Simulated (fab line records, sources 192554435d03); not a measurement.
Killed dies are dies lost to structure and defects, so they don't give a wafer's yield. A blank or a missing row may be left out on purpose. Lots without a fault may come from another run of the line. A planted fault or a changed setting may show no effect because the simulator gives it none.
fab line records | flow n5_finfet
record lots=24 wafers=72 last_day=19
route steps=1938 shown BEOL_M5@1149 BEOL_M6@1211
lots that met no fault: from a run of the same line without faults
start_h: hours from the record's first day to the start of the lot's first wafer shown | wait_h: hours since the lot's step before | " the same as in the row above | L1.1+2: a row that stands for several wafers | - no value, or no start given | * or withheld: withheld | < > ~ a bound
route shown NAME@n: a module of which the file shows steps, and the number in the route of the first | usual: mean/standard deviation of fault-free wafers | same: alike in all rows | chamber/n: place in a boat | sites: the reading at each site | _std_site: their standard deviation | _edge_site: outer sites' mean less inner sites' | radius_mm: how far each site lies from the wafer's centre | mask NAME#n: copy n | behind: the tool/chamber that last shaped the wafer | hold: why the lot was held/for how many hours/how that ended | device: the transistor (n, p or np) that didn't switch | end of line: the same wafers' tests at the end of the route | a step without rows: its recipe alone | killed: dies lost to structure and defects at the first sort, not the wafer's yield | map: a wafer's dies, x killed, . not, _ none there
set.NAME: the setting as run; set.NAME@STEP: as run at that earlier step | model.NAME: the simulator's own value behind a step, which no gauge read
steps of the route over a sample of lots; a table a step, a row a wafer
services: from which hour (start_h, from the record's first day; less than 0 if before it) a tool's chamber was out of use, for how many hours, and why
## steps
# step N5_BEOL_M5_OVL_MEAS_29
# recipe points_per_wafer=522
# usual V4_OVL=-0.2/0.61
# columns lot.wafer tool chamber start_h wait_h V4_OVL[nm]
L076.2 overlay-02 0 206.08 0.0 -0.6
L076.3 " 0 " " -0.6
L076.6 " 0 " " 0.0
L074.1 overlay-02 0 212.59 0.0 -0.3
L074.3 " 0 " " -0.2
L074.5 " 0 " " 0.0
L075.1 overlay-02 0 214.84 0.1 -0.3
L075.4 " 0 " " 0.4
L075.6 " 0 " " -0.3
L077.2 overlay-02 0 214.93 0.1 -0.7
L077.3 " 0 " " -1.0
L077.4 " 0 " " -1.0
L078.1 overlay-02 0 237.74 0.0 1.0
L078.3 " 0 " " 0.1
L078.6 " 0 " " 0.4
L080.1 overlay-01 0 239.45 0.0 0.3
L080.3 " 0 " " 0.2
L080.4 " 0 " " -0.7
L081.1 overlay-01 0 240.16 0.0 -0.1
L081.4 " 0 " " 0.9
L081.6 " 0 " " 1.0
L079.2 overlay-02 0 240.34 0.0 -0.9
L079.3 " 0 " " -0.6
L079.5 " 0 " " -1.1
L082.1 overlay-01 0 247.68 0.0 0.9
L082.3 " 0 " " 0.4
L082.6 " 0 " " 0.2
L083.1 overlay-02 0 266.24 0.0 -0.3
L083.2 " 0 " " -0.4
L083.3 " 0 " " -0.4
L084.3 overlay-01 0 269.86 0.0 -0.1
L084.4 " 0 " " 0.1
L084.6 " 0 " " 0.8
L087.1 overlay-01 0 275.32 0.0 -1.0
L087.4 " 0 " " -1.2
L087.5 " 0 " " -0.2
L086.1 overlay-02 0 275.41 0.0 -0.1
L086.4 " 0 " " -0.7
L086.5 " 0 " " -1.2
L085.3 overlay-01 0 278.49 0.0 -0.8
L085.5 " 0 " " -0.3
L085.6 " 0 " " 0.1
L089.2 overlay-01 0 304.80 0.0 0.7
L089.3 " 0 " " -0.4
L089.5 " 0 " " -0.9
L088.3 overlay-01 0 311.10 0.0 -0.8
L088.5 " 0 " " 1.0
L088.6 " 0 " " 0.6
L091.1 overlay-02 0 311.64 0.0 0.5
L091.4 " 0 " " -0.1
L091.6 " 0 " " -0.6
L090.1 overlay-02 0 311.82 0.0 -0.4
L090.3 " 0 " " -0.4
L090.6 " 0 " " 0.1
L092.2 overlay-01 0 316.75 0.0 -0.6
L092.3 " 0 " " -0.5
L092.6 " 0 " " -0.7
L094.3 overlay-01 0 321.01 0.0 -0.7
L094.5 " 0 " " 0.4
L094.6 " 0 " " 0.0
L093.1 overlay-02 0 325.78 0.0 -1.3
L093.3 " 0 " " -0.6
L093.5 " 0 " " -0.9
L095.2 overlay-02 0 339.64 0.0 -0.6
L095.4 " 0 " " -0.1
L095.5 " 0 " " 0.0
L096.3 overlay-01 0 341.95 0.0 -1.0
L096.4 " 0 " " -0.1
L096.5 " 0 " " -0.7
L097.1 overlay-02 0 345.15 0.0 1.1
L097.3 " 0 " " 0.7
L097.4 " 0 " " 0.8
# step N5_BEOL_M5_OCD_MEAS_38
# usual trench_depth_nm=71.2/1.2
# columns lot.wafer tool chamber start_h wait_h trench_depth_nm
L076.2 ocd-02 - 206.60 - 69.3
L076.3 " - " " 70.3
L076.6 " - " " 70.8
L074.1 ocd-02 - 213.10 - 73.5
L074.3 " - " " 73.1
L074.5 " - " " 72.5
L075.1 ocd-01 - 215.35 - 70.3
L075.4 " - " " 69.9
L075.6 " - " " 70.1
L077.2 ocd-02 - 215.85 - 70.7
L077.3 " - " " 70.9
L077.4 " - " " 72.4
L078.1 ocd-01 - 238.60 - 73.0
L078.3 " - " " 71.1
L078.6 " - " " 71.2
L080.1 ocd-01 - 239.98 - 69.5
L080.3 " - " " 71.6
L080.4 " - " " 71.0
L081.1 ocd-02 - 240.68 - 69.4
L081.4 " - " " 71.6
L081.6 " - " " 69.5
L079.2 ocd-01 - 241.06 - 69.8
L079.3 " - " " 69.3
L079.5 " - " " 70.3
L082.1 ocd-02 - 248.27 - 71.9
L082.3 " - " " 72.0
L082.6 " - " " 72.2
L083.1 ocd-02 - 266.87 - 69.5
L083.2 " - " " 72.6
L083.3 " - " " 69.5
L084.3 ocd-01 - 270.36 - 72.6
L084.4 " - " " 72.2
L084.6 " - " " 72.3
L087.1 ocd-01 - 275.91 - 71.5
L087.4 " - " " 72.7
L087.5 " - " " 72.4
L086.1 ocd-01 - 276.12 - 71.9
L086.4 " - " " 70.6
L086.5 " - " " 72.3
L085.3 ocd-02 - 279.24 - 71.2
L085.5 " - " " 72.8
L085.6 " - " " 71.5
L089.2 ocd-02 - 305.36 - 70.6
L089.3 " - " " 71.0
L089.5 " - " " 71.2
L088.3 ocd-01 - 311.70 - 70.7
L088.5 " - " " 72.1
L088.6 " - " " 70.1
L091.1 ocd-01 - 312.15 - 71.0
L091.4 " - " " 70.5
L091.6 " - " " 71.7
L090.1 ocd-01 - 312.33 - 70.2
L090.3 " - " " 71.1
L090.6 " - " " 70.2
L092.2 ocd-02 - 317.26 - 71.0
L092.3 " - " " 73.2
L092.6 " - " " 71.8
L094.3 ocd-02 - 321.69 - 71.2
L094.5 " - " " 70.6
L094.6 " - " " 70.8
L093.1 ocd-02 - 326.29 - 70.9
L093.3 " - " " 71.2
L093.5 " - " " 71.7
L095.2 ocd-01 - 340.41 - 71.2
L095.4 " - " " 72.1
L095.5 " - " " 70.8
L096.3 ocd-02 - 342.45 - 72.0
L096.4 " - " " 72.4
L096.5 " - " " 71.6
L097.1 ocd-01 - 345.66 - 71.3
L097.3 " - " " 71.5
L097.4 " - " " 70.9
# step N5_BEOL_M5_SPUTTER_48
# recipe material=Cu target_thk_a=150 temp_c=-20 chamber_pressure_pa=0.07 power_w=withheld time_s=27.62
# usual chuck_gas_flow_sccm=1.26/0.05 chuck_sensor_temp_C=-15.8/0.41 throttle_valve_pct=30.0/1.1
# columns lot.wafer tool chamber start_h wait_h chuck_gas_flow_sccm chuck_sensor_temp_C throttle_valve_pct
L076.2 pvd_sputter-03 - 207.89 0.1 1.39 -16.4 29.4
L076.3 " - " " 1.34 -15.8 30.3
L076.6 " - " " 1.25 -15.8 30.1
L074.1 pvd_sputter-03 - 214.56 0.2 1.28 -16.5 29.5
L074.3 " - " " 1.21 -15.9 29.8
L074.5 " - " " 1.20 -15.6 30.4
L075.1 pvd_sputter-01 - 216.87 0.1 1.32 -16.6 31.4
L075.4 " - " " 1.23 -16.2 31.5
L075.6 " - " " 1.30 -16.6 31.9
L077.2 pvd_sputter-03 - 218.98 1.7 1.21 -16.4 29.2
L077.3 " - " " 1.18 -15.9 30.3
L077.4 " - " " 1.24 -15.7 30.0
L078.1 pvd_sputter-01 - 240.65 0.3 1.26 -16.1 31.8
L078.3 " - " " 1.26 -15.8 31.1
L078.6 " - " " 1.32 -16.1 31.5
L080.1 pvd_sputter-03 - 241.32 0.1 1.26 -15.8 28.3
L080.3 " - " " 1.22 -15.8 29.9
L080.4 " - " " 1.28 -16.0 30.4
L081.1 pvd_sputter-02 - 243.62 0.2 1.30 -15.9 29.2
L081.4 " - " " 1.29 -15.8 30.3
L081.6 " - " " 1.26 -14.7 28.2
L079.2 pvd_sputter-01 - 245.08 1.5 1.26 -15.9 30.5
L079.3 " - " " 1.27 -16.4 31.7
L079.5 " - " " 1.20 -15.8 30.6
L082.1 pvd_sputter-01 - 251.24 1.0 1.31 -16.1 31.5
L082.3 " - " " 1.31 -16.6 31.6
L082.6 " - " " 1.28 -15.8 30.9
L083.1 pvd_sputter-03 - 268.19 0.1 1.31 -15.9 30.3
L083.2 " - " " 1.27 -16.5 29.1
L083.3 " - " " 1.25 -16.2 28.2
L084.3 pvd_sputter-02 - 271.56 0.1 1.27 -14.8 28.2
L084.4 " - " " 1.26 -15.6 28.8
L084.6 " - " " 1.24 -14.8 28.2
L087.1 pvd_sputter-01 - 278.30 0.1 1.22 -16.6 31.5
L087.4 " - " " 1.28 -15.8 30.5
L087.5 " - " " 1.30 -15.7 30.6
L086.1 pvd_sputter-03 - 279.12 0.2 1.22 -15.9 28.4
L086.4 " - " " 1.26 -16.4 29.8
L086.5 " - " " 1.27 -15.8 30.3
L085.3 pvd_sputter-02 - 281.85 0.2 1.32 -15.7 28.8
L085.5 " - " " 1.31 -14.9 28.3
L085.6 " - " " 1.22 -15.6 28.9
L089.2 pvd_sputter-02 - 308.76 1.3 1.27 -14.7 28.2
L089.3 " - " " 1.25 -15.7 29.3
L089.5 " - " " 1.35 -16.0 29.7
L088.3 pvd_sputter-01 - 312.93 0.2 1.17 -15.7 31.7
L088.5 " - " " 1.36 -15.9 31.3
L088.6 " - " " 1.27 -15.7 30.3
L091.1 pvd_sputter-02 - 314.14 0.3 1.19 -14.6 28.4
L091.4 " - " " 1.30 -15.6 28.8
L091.6 " - " " 1.31 -15.7 29.6
L090.1 pvd_sputter-03 - 315.46 0.2 1.29 -15.7 30.1
L090.3 " - " " 1.20 -15.8 28.1
L090.6 " - " " 1.31 -16.4 29.1
L092.2 pvd_sputter-02 - 318.65 0.1 1.29 -15.9 30.4
L092.3 " - " " 1.27 -15.8 29.6
L092.6 " - " " 1.21 -15.7 30.3
L094.3 pvd_sputter-03 - 323.17 0.1 1.20 -16.3 29.6
L094.5 " - " " 1.22 -15.8 30.0
L094.6 " - " " 1.23 -15.8 30.6
L093.1 pvd_sputter-02 - 327.74 0.1 1.27 -15.6 28.8
L093.3 " - " " 1.33 -14.9 28.5
L093.5 " - " " 1.32 -14.8 28.4
L095.2 pvd_sputter-01 - 341.63 0.2 1.19 -15.7 30.2
L095.4 " - " " 1.28 -16.5 32.0
L095.5 " - " " 1.28 -16.4 31.5
L096.3 pvd_sputter-03 - 343.95 0.1 1.27 -15.6 30.4
L096.4 " - " " 1.20 -15.8 30.4
L096.5 " - " " 1.20 -15.7 30.5
L097.1 pvd_sputter-01 - 347.46 0.2 1.22 -15.9 31.9
L097.3 " - " " 1.21 -15.8 30.6
L097.4 " - " " 1.28 -16.1 31.4
# step N5_BEOL_M5_ANNEAL_89
# recipe temp_c=400 time_s=1800 ambient=vacuum
# usual heater_power_w=843/53
# columns lot.wafer tool chamber start_h wait_h heater_power_w
L076.2 pvd_sputter-03 - 211.23 0.0 790
L076.3 " - " " 814
L076.6 " - " " 907
L074.1 pvd_sputter-03 - 217.90 0.0 806
L074.3 " - " " 925
L074.5 " - " " 821
L075.1 pvd_sputter-01 - 220.21 0.0 862
L075.4 " - " " 834
L075.6 " - " " 860
L077.2 pvd_sputter-03 - 222.32 0.0 811
L077.3 " - " " 809
L077.4 " - " " 915
L078.1 pvd_sputter-01 - 243.99 0.0 821
L078.3 " - " " 804
L078.6 " - " " 800
L080.1 pvd_sputter-03 - 244.79 0.0 917
L080.3 " - " " 823
L080.4 " - " " 910
L081.1 pvd_sputter-02 - 246.96 0.0 760
L081.4 " - " " 935
L081.6 " - " " 831
L079.2 pvd_sputter-01 - 248.42 0.0 786
L079.3 " - " " 858
L079.5 " - " " 808
L082.1 pvd_sputter-01 - 254.58 0.0 848
L082.3 " - " " 855
L082.6 " - " " 806
L083.1 pvd_sputter-03 - 271.53 0.0 805
L083.2 " - " " 797
L083.3 " - " " 901
L084.3 pvd_sputter-02 - 274.90 0.0 815
L084.4 " - " " 849
L084.6 " - " " 820
L087.1 pvd_sputter-01 - 281.64 0.0 848
L087.4 " - " " 806
L087.5 " - " " 794
L086.1 pvd_sputter-03 - 282.46 0.0 909
L086.4 " - " " 795
L086.5 " - " " 773
L085.3 pvd_sputter-02 - 285.19 0.0 844
L085.5 " - " " 809
L085.6 " - " " 860
L089.2 pvd_sputter-02 - 312.10 0.0 836
L089.3 " - " " 760
L089.5 " - " " 776
L088.3 pvd_sputter-01 - 316.27 0.0 818
L088.5 " - " " 808
L088.6 " - " " 786
L091.1 pvd_sputter-02 - 317.48 0.0 839
L091.4 " - " " 848
L091.6 " - " " 790
L090.1 pvd_sputter-03 - 318.80 0.0 927
L090.3 " - " " 929
L090.6 " - " " 812
L092.2 pvd_sputter-02 - 321.99 0.0 940
L092.3 " - " " 752
L092.6 " - " " 930
L094.3 pvd_sputter-03 - 326.51 0.0 802
L094.5 " - " " 910
L094.6 " - " " 802
L093.1 pvd_sputter-02 - 331.08 0.0 841
L093.3 " - " " 822
L093.5 " - " " 834
L095.2 pvd_sputter-01 - 344.97 0.0 786
L095.4 " - " " 855
L095.5 " - " " 837
L096.3 pvd_sputter-03 - 347.29 0.0 915
L096.4 " - " " 805
L096.5 " - " " 808
L097.1 pvd_sputter-01 - 350.80 0.0 843
L097.3 " - " " 796
L097.4 " - " " 846
# step N5_BEOL_M6_ETCH_61
# recipe chemistry=CF4 target=SiARC target_depth_a=455 mask_material=CAR-ArF time_s=75.8 ion_energy_ev=80 pressure_mtorr=40 source_w=545 bias_w=36 Ar_flow_sccm=100 cf4_flow_sccm=100 ends=cleared
# usual drypump_motor_current_A=5.6/0.49 etch_rf_on_time_s=76.1/1.6 oes_product_au=0.68/0.067 rf_vpp_V=183.8/1.4 showerhead_plenum_p_Torr=2.13/0.079 throttle_valve_pct=15.60/0.15
# columns lot.wafer tool chamber start_h wait_h drypump_motor_current_A etch_rf_on_time_s oes_product_au rf_hours_counter_h rf_vpp_V showerhead_plenum_p_Torr throttle_valve_pct
L076.2 rie_diel-03 3 215.02 0.0 5.7 75.4 0.69 106 182.8 2.07 15.40
L076.3 " 2 " " 5.6 77.2 0.70 84 181.8 2.07 15.67
L076.6 " 1 " " 6.3 76.2 0.67 - 184.1 2.16 15.35
L074.1 rie_diel-06 3 224.35 0.0 5.0 73.4 0.78 40 184.8 2.28 15.77
L074.3 " 0 " " 5.3 75.7 0.77 31 184.4 2.18 15.48
L074.5 " 0 " " 5.3 76.1 0.76 - 183.4 2.18 15.48
L075.1 rie_diel-04 2 224.39 0.0 6.8 78.4 0.57 230 183.3 2.11 16.07
L075.4 " 0 " " 5.0 76.2 0.68 106 184.3 2.07 15.61
L075.6 " 3 " " 5.8 77.5 0.59 - 183.3 2.13 15.60
L077.2 rie_diel-06 3 227.87 0.0 4.9 74.5 0.77 42 185.4 2.27 15.78
L077.3 " 1 " " 5.9 74.1 0.75 52 185.8 2.28 15.52
L077.4 " 0 " " 5.3 76.2 0.76 - 184.6 2.18 15.50
L078.1 rie_diel-04 1 248.09 0.0 5.7 75.2 0.63 197 181.6 2.04 15.42
L078.3 " 0 " " 4.9 75.5 0.69 114 182.1 2.07 15.65
L078.6 " 3 " " 5.8 77.0 0.59 - 185.1 2.13 15.61
L080.1 rie_diel-06 1 248.74 0.0 5.9 73.3 0.75 61 185.2 2.27 15.52
L080.3 " 3 " " 5.0 73.2 0.77 49 186.2 2.27 15.80
L080.4 " 0 " " 5.3 75.5 0.75 42 185.2 2.17 15.50
L081.1 rie_diel-04 3 252.01 0.0 5.8 76.8 0.59 212 183.2 2.13 15.63
L081.4 " 2 " " 6.8 78.1 0.56 240 184.4 2.11 16.09
L081.6 " 3 " " 5.8 77.2 0.59 - 184.3 2.13 15.61
L079.2 rie_diel-06 2 252.34 0.0 5.3 72.5 0.82 6 185.2 2.19 15.38
L079.3 " 0 " " 5.3 75.7 0.74 44 184.7 2.17 15.51
L079.5 " 0 " " 5.3 75.7 0.74 - 185.4 2.17 15.52
L082.1 rie_diel-03 3 258.57 0.0 5.7 74.9 0.68 120 184.2 2.06 15.43
L082.3 " 0 " " 5.2 75.9 0.64 134 184.7 2.23 15.72
L082.6 " 3 " " 5.7 74.9 0.67 - 183.4 2.06 15.42
L083.1 rie_diel-03 0 276.41 0.0 5.2 76.7 0.64 142 186.2 2.23 15.71
L083.2 " 3 " " 5.7 75.5 0.67 128 184.6 2.06 15.45
L083.3 " 1 " " 6.3 75.7 0.65 131 183.9 2.15 15.39
L084.3 rie_diel-06 0 279.24 0.0 5.3 76.3 0.72 53 183.5 2.17 15.52
L084.4 " 1 " " 5.9 74.5 0.73 72 188.7 2.27 15.55
L084.6 " 1 " " 5.9 73.8 0.73 - 185.4 2.27 15.55
L087.1 rie_diel-03 0 287.55 0.0 5.2 75.7 0.64 145 184.4 2.23 15.73
L087.4 " 3 " " 5.7 74.8 0.66 132 182.6 2.06 15.44
L087.5 " 1 " " 6.3 75.7 0.65 - 184.5 2.15 15.39
L086.1 rie_diel-04 1 287.68 0.0 5.7 74.8 0.62 212 182.7 2.04 15.44
L086.4 " 3 " " 5.8 75.9 0.59 - 184.0 2.13 15.65
L086.5 " 1 " " 5.7 75.8 0.62 - 181.7 2.04 15.46
L085.3 rie_diel-04 1 292.41 0.0 5.7 75.7 0.62 215 182.5 2.04 15.45
L085.5 " 3 " " 5.8 76.8 0.58 - 185.0 2.12 15.64
L085.6 " 1 " " 5.8 75.3 0.62 - 182.8 2.04 15.45
L089.2 rie_diel-04 0 317.98 0.0 5.0 76.4 0.66 143 182.4 2.06 15.68
L089.3 " 3 " " 5.8 77.2 0.57 240 185.1 2.12 15.67
L089.5 " 0 " " 5.0 76.6 0.65 - 184.1 2.06 15.69
L088.3 rie_diel-03 2 322.44 0.0 5.6 78.0 0.66 - 183.3 2.06 15.75
L088.5 " 2 " " 5.6 78.3 0.66 - 181.8 2.06 15.73
L088.6 " 3 " " 5.7 76.7 0.65 - 183.1 2.05 15.47
L091.1 rie_diel-06 1 322.45 0.0 5.9 73.6 0.72 85 185.2 2.26 15.60
L091.4 " 2 " " 5.4 72.2 0.77 30 185.2 2.18 15.45
L091.6 " 1 " " 5.9 73.4 0.73 - 186.2 2.26 15.58
L090.1 rie_diel-04 1 322.59 0.0 5.7 75.8 0.60 228 182.2 2.03 15.46
L090.3 " 2 " " 6.8 76.4 0.82 3 182.3 2.11 15.61
L090.6 " 2 " " 6.8 76.8 0.83 - 184.3 2.11 15.61
L092.2 rie_diel-03 3 327.15 0.0 5.7 76.3 0.65 147 184.0 2.05 15.48
L092.3 " 3 " " 5.7 76.4 0.64 - 181.8 2.05 15.48
L092.6 " 3 " " 5.7 76.8 0.64 - 182.5 2.05 15.48
L094.3 rie_diel-04 1 330.41 0.0 5.7 75.5 0.61 231 182.0 2.03 15.50
L094.5 " 1 " " 5.7 76.1 0.61 - 181.0 2.03 15.50
L094.6 " 0 " " 5.0 77.1 0.65 - 182.1 2.06 15.72
L093.1 rie_diel-03 3 335.94 0.0 5.7 75.9 0.65 151 182.3 2.05 15.47
L093.3 " 2 " " 5.6 78.6 0.65 131 183.8 2.06 15.75
L093.5 " 0 " " 5.2 75.7 0.64 - 185.0 2.22 15.75
L095.2 rie_diel-04 2 351.58 0.0 6.7 77.6 0.79 13 184.2 2.10 15.64
L095.4 " 2 " " 6.8 76.1 0.80 - 182.0 2.10 15.63
L095.5 " 0 " " 5.0 77.2 0.64 - 183.0 2.06 15.70
L096.3 rie_diel-03 1 352.32 0.0 6.3 76.5 0.63 155 184.7 2.15 15.43
L096.4 " 0 " " 5.2 75.5 0.63 161 185.5 2.22 15.76
L096.5 " 1 " " 6.2 76.3 0.63 - 185.9 2.15 15.44
L097.1 rie_diel-03 0 355.98 0.0 5.2 77.1 0.63 162 182.6 2.22 15.78
L097.3 " 3 " " 5.7 75.8 0.65 155 182.8 2.05 15.49
L097.4 " 2 " " 5.6 79.5 0.65 139 182.8 2.05 15.78
# step N5_BEOL_M6_DESCUM_33
# recipe chemistry=O2 time_s=7 source_power_w=50 bias_power_w=20 pressure_mtorr=20 rf_frequency_hz=2.712e+07 temp_c=40 resist=CAR-EUV o2_flow_sccm=225
# usual drypump_motor_current_A=5.6/0.53 oes_product_au=0.79/0.078 rf_vpp_V=242.9/1.5 showerhead_plenum_p_Torr=2.08/0.075 throttle_valve_pct=20.40/0.19
# columns lot.wafer tool chamber start_h wait_h drypump_motor_current_A oes_product_au rf_hours_counter_h rf_vpp_V showerhead_plenum_p_Torr throttle_valve_pct
L076.2 rie_diel-04 3 219.66 0.0 5.8 0.69 200 242.6 2.08 20.29
L076.3 " 1 " " 5.7 0.73 189 241.0 1.99 20.11
L076.6 " 3 " " 5.8 0.69 - 241.8 2.08 20.29
L074.1 rie_diel-06 3 226.69 0.0 5.0 0.90 41 245.9 2.22 20.55
L074.3 " 0 " " 5.3 0.88 33 244.6 2.13 20.31
L074.5 " 1 " " 5.9 0.86 - 245.5 2.21 20.24
L075.1 rie_diel-06 1 227.09 0.3 5.9 0.87 52 244.8 2.21 20.27
L075.4 " 0 " " 5.3 0.88 - 242.8 2.13 20.30
L075.6 " 3 " " 5.0 0.90 - 245.8 2.22 20.53
L077.2 rie_diel-03 1 230.21 0.1 6.2 0.79 117 242.5 2.08 20.03
L077.3 " 0 " " 5.2 0.76 126 243.6 2.17 20.45
L077.4 " 3 " " 5.7 0.78 113 240.6 2.01 20.24
L078.1 rie_diel-03 1 250.24 0.0 6.3 0.78 123 242.1 2.08 20.01
L078.3 " 3 " " 5.7 0.78 118 241.3 2.01 20.26
L078.6 " 1 " " 6.3 0.77 - 243.1 2.08 20.02
L080.1 rie_diel-04 0 250.29 0.0 5.0 0.80 115 240.6 2.03 20.54
L080.3 " 3 " " 5.8 0.68 211 242.7 2.07 20.29
L080.4 " 2 " " 6.8 0.65 239 241.4 2.04 20.79
L081.1 rie_diel-03 1 254.88 0.0 6.3 0.78 125 242.9 2.08 20.01
L081.4 " 0 " " 5.1 0.77 133 244.7 2.17 20.48
L081.6 " 1 " " 6.3 0.78 - 243.3 2.08 20.02
L079.2 rie_diel-04 3 255.06 0.0 5.8 0.68 213 241.9 2.07 20.30
L079.3 " 1 " " 5.7 0.72 200 240.8 1.99 20.13
L079.5 " 1 " " 5.7 0.72 - 242.9 1.99 20.16
L082.1 rie_diel-03 1 259.66 0.3 6.3 0.78 127 243.9 2.08 20.03
L082.3 " 3 " " 5.7 0.78 121 243.6 2.01 20.28
L082.6 " 3 " " 5.7 0.78 - 240.2 2.01 20.26
L083.1 rie_diel-06 0 278.44 0.0 5.3 0.85 52 242.8 2.12 20.35
L083.2 " 3 " " 4.9 0.87 60 244.6 2.21 20.59
L083.3 " 2 " " 5.4 0.92 16 243.1 2.15 20.42
L084.3 rie_diel-04 3 281.71 0.0 5.8 0.68 223 243.3 2.07 20.34
L084.4 " 1 " " 5.7 0.72 - 242.4 1.99 20.13
L084.6 " 0 " " 4.9 0.78 - 240.5 2.02 20.55
L086.1 rie_diel-06 2 291.81 0.0 5.4 0.90 21 241.8 2.15 20.43
L086.4 " 0 " " 5.3 0.85 56 245.4 2.12 20.35
L086.5 " 2 " " 5.4 0.90 - 245.4 2.15 20.42
L087.1 rie_diel-03 0 292.17 0.2 5.2 0.74 147 244.9 2.17 20.49
L087.4 " 1 " " 6.2 0.77 135 242.9 2.07 20.04
L087.5 " 3 " " 5.7 0.77 - 240.5 2.00 20.28
L085.3 rie_diel-06 0 295.09 0.0 5.3 0.84 57 245.0 2.12 20.37
L085.5 " 2 " " 5.3 0.89 - 244.3 2.15 20.41
L085.6 " 1 " " 5.9 0.83 - 244.7 2.20 20.28
L089.2 rie_diel-03 3 321.22 0.2 5.7 0.75 143 241.1 2.00 20.30
L089.3 " 2 " " 5.6 0.78 - 241.6 2.02 20.68
L089.5 " 2 " " 5.6 0.78 - 243.8 2.02 20.66
L091.1 rie_diel-04 3 323.42 0.0 5.8 0.66 243 243.4 2.06 20.33
L091.4 " 2 " " 6.8 0.97 3 242.6 2.04 20.43
L091.6 " 3 " " 5.8 0.66 - 243.4 2.06 20.34
L090.1 rie_diel-06 1 325.86 0.0 5.9 0.83 85 244.6 2.19 20.29
L090.3 " 0 " " 5.3 0.82 66 244.2 2.11 20.34
L090.6 " 0 " " 5.3 0.83 - 244.3 2.11 20.36
L088.3 rie_diel-06 1 326.26 0.4 5.9 0.82 85 244.7 2.19 20.30
L088.5 " 0 " " 5.3 0.82 - 242.5 2.11 20.37
L088.6 " 3 " " 5.0 0.85 - 245.5 2.21 20.60
L092.2 rie_diel-04 1 329.82 0.0 5.7 0.69 230 242.4 1.98 20.19
L092.3 " 2 " " 6.8 0.94 6 241.6 2.04 20.44
L092.6 " 1 " " 5.7 0.70 - 240.8 1.98 20.19
L094.3 rie_diel-04 1 331.53 0.1 5.7 0.71 231 241.6 1.98 20.19
L094.5 " 0 " " 4.9 0.76 - 241.0 2.02 20.59
L094.6 " 3 " " 5.8 0.66 - 242.9 2.06 20.32
L093.1 rie_diel-04 3 336.88 0.1 5.8 0.66 248 243.1 2.06 20.37
L093.3 " 1 " " 5.7 0.70 233 240.7 1.98 20.18
L093.5 " 1 " " 5.7 0.70 - 241.5 1.98 20.18
L095.2 rie_diel-04 0 353.21 0.0 5.0 0.76 156 241.8 2.01 20.58
L095.4 " 1 " " 5.7 0.70 - 241.8 1.98 20.19
L095.5 " 0 " " 5.0 0.77 - 241.3 2.01 20.58
L096.3 rie_diel-04 0 355.32 0.1 5.0 0.76 156 241.1 2.01 20.59
L096.4 " 2 " " 6.8 0.91 - 243.8 2.03 20.43
L096.5 " 1 " " 5.8 0.69 - 241.6 1.98 20.19
L097.1 rie_diel-03 0 357.07 0.3 5.2 0.73 163 244.6 2.16 20.52
L097.3 " 2 " " 5.6 0.77 140 241.7 2.02 20.71
L097.4 " 1 " " 6.3 0.75 158 243.2 2.07 20.06
## services
# columns tool chamber start_h hours kind
rie_diel-06 - 202.66 1.0 repair
rie_diel-06 2 215.81 - clean
rie_diel-06 2 215.81 - consumable_replace:focus_ring
rie_diel-06 2 215.81 15.1 scheduled_down
rie_diel-06 2 215.81 15.1 vent_cycle
rie_diel-03 1 265.87 8.3 repair
rie_diel-04 2 281.12 - clean
rie_diel-04 2 281.12 - consumable_replace:focus_ring
rie_diel-04 2 281.12 32.3 scheduled_down
rie_diel-04 2 281.12 32.3 vent_cycle
rie_diel-03 0 314.36 19.1 repair
rie_diel-03 1 319.35 9.5 repair
rie_diel-06 0 335.30 4.4 repair
rie_diel-03 3 338.59 11.0 repair
rie_diel-04 3 341.90 - clean
rie_diel-04 3 341.90 - consumable_replace:focus_ring
rie_diel-04 3 341.90 15.6 scheduled_down
rie_diel-04 3 341.90 15.6 vent_cycle
## key
fault none
